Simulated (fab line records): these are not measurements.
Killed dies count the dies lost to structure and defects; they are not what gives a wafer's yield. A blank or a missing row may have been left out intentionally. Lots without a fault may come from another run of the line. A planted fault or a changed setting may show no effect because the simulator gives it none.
Chamber matching -- flow nand_harc -- NHARC_P_M2_DEP_33 on pecvd-03 has 3 sister chambers
The step deposits SiCN, target thk 30 nm. 3 wafers are shown with their chamber, then 8 later ones without.

== EACH WAFER AND ITS CHAMBER ==
wafer,chamber,heater_power_w (W)
L085.5,2,628
L087.1,0,641
L091.2,1,503

== WAFERS WHOSE CHAMBER IS MISSING ==
wafer,heater_power_w (W)
L091.4,619
L091.5,730
L094.2,605
L094.5,607
L094.6,667
L094.1,441
L094.3,656
L094.4,448

== EACH ONE'S CHAMBER ==
wafer,from the rows above,in truth
L091.4,can't be placed: 2 or 0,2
L091.5,can't be placed: 0 or 2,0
L094.2,can't be placed: 2 or 0 or 1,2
L094.5,can't be placed: 2 or 0 or 1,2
L094.6,can't be placed: 0 or 2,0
L094.1,1,1
L094.3,can't be placed: 0 or 2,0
L094.4,1,1
Correctly placed: 2 of 8. Not placeable from these rows: 6 (in 6, the candidates include the true chamber). Placed wrongly: 0.
How it was worked out, from the rows above alone: a wafer's distance from a chamber is the root of the sum, over the readings, of the square of ((its reading less the chamber's mean) divided by the reading's scatter). The wafer belongs to the nearest chamber; if the next one is less than 2 further off, it can't be placed. The mean given for a chamber averages the wafers shown for that chamber. The scatter: with one shown wafer a chamber, the root of the mean of the squares of how far each hidden wafer lies from its nearest shown one.
